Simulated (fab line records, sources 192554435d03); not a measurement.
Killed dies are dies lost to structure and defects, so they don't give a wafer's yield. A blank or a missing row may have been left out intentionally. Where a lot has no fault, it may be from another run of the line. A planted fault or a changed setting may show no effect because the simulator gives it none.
Matching of chambers	flow n5 finfet	N5_BEOL_M7_STRIP_67 on rie diel-05: 4 sister chambers
The step strips in CF4. 8 wafers are shown with their chamber, then 9 later ones without.

WAFERS WITH THEIR CHAMBER
wafer	chamber	drypump motor current A (A)	showerhead plenum p Torr (Torr)
L081.6	0	6.1	1.79
L082.4	3	5.6	1.76
L082.5	1	5.2	1.76
L086.1	0	6.2	1.79
L086.4	1	5.2	1.75
L089.1	3	5.6	1.75
L089.2	2	6.0	1.84
L089.4	2	6.0	1.84

WAFERS WITH NO CHAMBER GIVEN
wafer	drypump motor current A (A)	showerhead plenum p Torr (Torr)
L091.1	6.2	1.79
L091.4	5.5	1.75
L091.6	5.6	1.75
L094.1	6.2	1.78
L094.4	6.0	1.84
L094.6	5.5	1.75
L096.1	5.6	1.75
L096.2	6.1	1.78
L096.5	5.2	1.75

CHAMBER TAKEN BY EACH
wafer	from the rows above	in truth
L091.1	0	0
L091.4	3	3
L091.6	3	3
L094.1	0	0
L094.4	2	2
L094.6	3	3
L096.1	3	3
L096.2	0	0
L096.5	1	1
Correct placement for 9 of the 9. Number that these rows cannot place: 0. Number placed wrongly: 0.
How it was worked out, from the rows above alone: a wafer's distance from a chamber is the root of the sum, over the readings, of the square of ((its reading less the chamber's mean) divided by the reading's scatter). If the next closest chamber is less than 2 further off than the closest, the wafer can't be placed; otherwise it belongs to the closest. For every chamber, the mean is computed from those of its wafers that are shown. The scatter: take each reading less its chamber's mean, square it, sum over the shown wafers, divide by the number of wafers less the number of chambers, and take the root.
